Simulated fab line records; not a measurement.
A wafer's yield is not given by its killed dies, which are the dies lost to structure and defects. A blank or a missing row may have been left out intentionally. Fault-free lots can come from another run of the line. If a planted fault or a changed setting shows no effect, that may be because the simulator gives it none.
Which tool was responsible? :: flow nand harc :: 36 wafers from 12 lots sampled at 5 of the route's 1302 steps

WHAT THE GAUGES SHOWED, per wafer
NHARC_A_SLIT_CD_MEAS_09 targets a cd of 300 nm.
lot: L074
measured: day 20 02:02
on: cd sem-03
cd nm (nm): 300.5 300.3 298.4

lot: L077
measured: day 21 07:55
on: cd sem-02
cd nm (nm): 298.8 300.3 299.5

lot: L079
measured: day 22 07:13
on: cd sem-02
cd nm (nm): 300.9 300.8 300.0

lot: L081
measured: day 22 20:37
on: cd sem-02
cd nm (nm): 298.3 300.4 300.3

lot: L086
measured: day 24 03:16
on: cd sem-03
cd nm (nm): 299.7 299.4 300.2

lot: L083
measured: day 24 02:52
on: cd sem-03
cd nm (nm): 300.0 301.1 300.6

lot: L087
measured: day 25 02:14
on: cd sem-03
cd nm (nm): 299.5 298.6 299.9

lot: L089
measured: day 25 21:46
on: cd sem-03
cd nm (nm): 300.3 300.1 300.3

lot: L091
measured: day 27 00:10
on: cd sem-01
cd nm (nm): 299.4 300.7 300.0

lot: L093
measured: day 27 12:07
on: cd sem-02
cd nm (nm): 299.2 300.0 300.1

lot: L094
measured: day 28 04:06
on: cd sem-01
cd nm (nm): 299.1 300.4 298.5

lot: L097
measured: day 29 11:23
on: cd sem-02
cd nm (nm): 300.1 301.1 300.9

WHAT TOOL EACH LOT RAN ON (gives the tool, then ch and the chambers of the sampled wafers, and finally the start)
lot: L074
NHARC_A_STAIRCASE_STRIP_316: rie diel-11 ch 0,1,2, day 19 12:21 or earlier
NHARC_A_STAIRCASE_CMP_450: cmp-04 ch 1,2, day 19 12:21
NHARC_A_STAIRCASE_CMP_152: cmp-04 ch 1,2, day 19 12:26
NHARC_A_SGD_CUT_DEP_00: pecvd-02 ch 0,2, day 19 14:16

lot: L077
NHARC_A_STAIRCASE_STRIP_316: rie diel-04 ch 0,2,3, day 20 17:02 or earlier
NHARC_A_STAIRCASE_CMP_450: cmp-03 ch 0,1,2, day 20 17:02
NHARC_A_STAIRCASE_CMP_152: cmp-03 ch 0,1,2, day 20 17:06
NHARC_A_SGD_CUT_DEP_00: pecvd-02 ch 1,2, day 20 18:56

lot: L079
NHARC_A_STAIRCASE_STRIP_316: rie diel-04 ch 0,2,3, day 21 12:15 or earlier
NHARC_A_STAIRCASE_CMP_450: cmp-04 ch 1,2,3, day 21 12:15
NHARC_A_STAIRCASE_CMP_152: cmp-04 ch 1,2,3, day 21 12:19
NHARC_A_SGD_CUT_DEP_00: pecvd-02 ch 1,2, day 21 14:06

lot: L081
NHARC_A_STAIRCASE_STRIP_316: rie diel-11 ch 0,1,2, day 22 05:12 or earlier
NHARC_A_STAIRCASE_CMP_450: cmp-01 ch 0,1,2, day 22 05:12
NHARC_A_STAIRCASE_CMP_152: cmp-01 ch 0,1,2, day 22 05:17
NHARC_A_SGD_CUT_DEP_00: pecvd-04 ch 0,1,2, day 22 07:04

lot: L086
NHARC_A_STAIRCASE_STRIP_316: rie diel-03 ch 0,1,3, day 23 07:14 or earlier
NHARC_A_STAIRCASE_CMP_450: cmp-03 ch 1,2, day 23 07:14
NHARC_A_STAIRCASE_CMP_152: cmp-03 ch 1,2, day 23 07:19
NHARC_A_SGD_CUT_DEP_00: pecvd-02 ch 1,2, day 23 09:26

lot: L083
NHARC_A_STAIRCASE_STRIP_316: rie diel-03 ch 0,2,3, day 23 06:57 or earlier
NHARC_A_STAIRCASE_CMP_450: cmp-01 ch 0,3, day 23 06:57
NHARC_A_STAIRCASE_CMP_152: cmp-01 ch 0,3, day 23 07:02
NHARC_A_SGD_CUT_DEP_00: pecvd-01 ch 0,1,2, day 23 09:18

lot: L087
NHARC_A_STAIRCASE_STRIP_316: rie diel-04 ch 0,1,3, day 24 11:30 or earlier
NHARC_A_STAIRCASE_CMP_450: cmp-03 ch 0,2,3, day 24 11:30
NHARC_A_STAIRCASE_CMP_152: cmp-03 ch 0,2,3, day 24 11:35
NHARC_A_SGD_CUT_DEP_00: pecvd-04 ch 0,2, day 24 13:26

lot: L089
NHARC_A_STAIRCASE_STRIP_316: rie diel-03 ch 0,1,2, day 25 04:08 or earlier
NHARC_A_STAIRCASE_CMP_450: cmp-03 ch 0,1,2, day 25 04:08
NHARC_A_STAIRCASE_CMP_152: cmp-03 ch 0,1,2, day 25 04:13
NHARC_A_SGD_CUT_DEP_00: pecvd-04 ch 0,1,2, day 25 06:01

lot: L091
NHARC_A_STAIRCASE_STRIP_316: rie diel-04 ch 0,2,3, day 26 08:42 or earlier
NHARC_A_STAIRCASE_CMP_450: cmp-01 ch 1,2,3, day 26 08:42
NHARC_A_STAIRCASE_CMP_152: cmp-01 ch 1,2,3, day 26 08:46
NHARC_A_SGD_CUT_DEP_00: pecvd-02 ch 0,1,2, day 26 10:34

lot: L093
NHARC_A_STAIRCASE_STRIP_316: rie diel-03 ch 0,2,3, day 26 20:23 or earlier
NHARC_A_STAIRCASE_CMP_450: cmp-03 ch 1,2,3, day 26 20:23
NHARC_A_STAIRCASE_CMP_152: cmp-03 ch 1,2,3, day 26 20:27
NHARC_A_SGD_CUT_DEP_00: pecvd-04 ch 0,1,2, day 26 22:15

lot: L094
NHARC_A_STAIRCASE_STRIP_316: rie diel-04 ch 1,3, day 27 11:11 or earlier
NHARC_A_STAIRCASE_CMP_450: cmp-04 ch 0,2,3, day 27 11:11
NHARC_A_STAIRCASE_CMP_152: cmp-04 ch 0,2,3, day 27 11:16
NHARC_A_SGD_CUT_DEP_00: pecvd-02 ch 0,2, day 27 13:52

lot: L097
NHARC_A_STAIRCASE_STRIP_316: rie diel-03 ch 0,1,3, day 28 16:17 or earlier
NHARC_A_STAIRCASE_CMP_450: cmp-03 ch 0,1,2, day 28 16:17
NHARC_A_STAIRCASE_CMP_152: cmp-03 ch 0,1,2, day 28 16:22
NHARC_A_SGD_CUT_DEP_00: pecvd-02 ch 0,1,2, day 28 18:13
- NHARC_A_STAIRCASE_STRIP_316: strips in O2.
- NHARC_A_STAIRCASE_CMP_450: polishes SiO2, target thk 200 nm.
- NHARC_A_STAIRCASE_CMP_152: polishes.
- NHARC_A_SGD_CUT_DEP_00: deposits SiNx, target thk 50 nm.

THE ANSWER, worked out from the rows above alone
Rule: the lots themselves supply what counts as usual. Put in order of their means at a reading, lots are off if they are a third of the lots or fewer, leave a main group of 4 or more, and stand apart from it by a gap of 3 or more times the standard deviation of the main group's means; of several such gaps the widest counts. The tables above print the reading to a certain number of digits; a main group whose means all agree to those digits is not used. A lot without any number at a reading at which 4 lots or more have one is off too. The other lots that the step has rows for count as sound.
Across all readings shown, no lot is off: no conclusion can be drawn from this.

WHAT HAD BEEN PUT IN BY THE SIMULATOR
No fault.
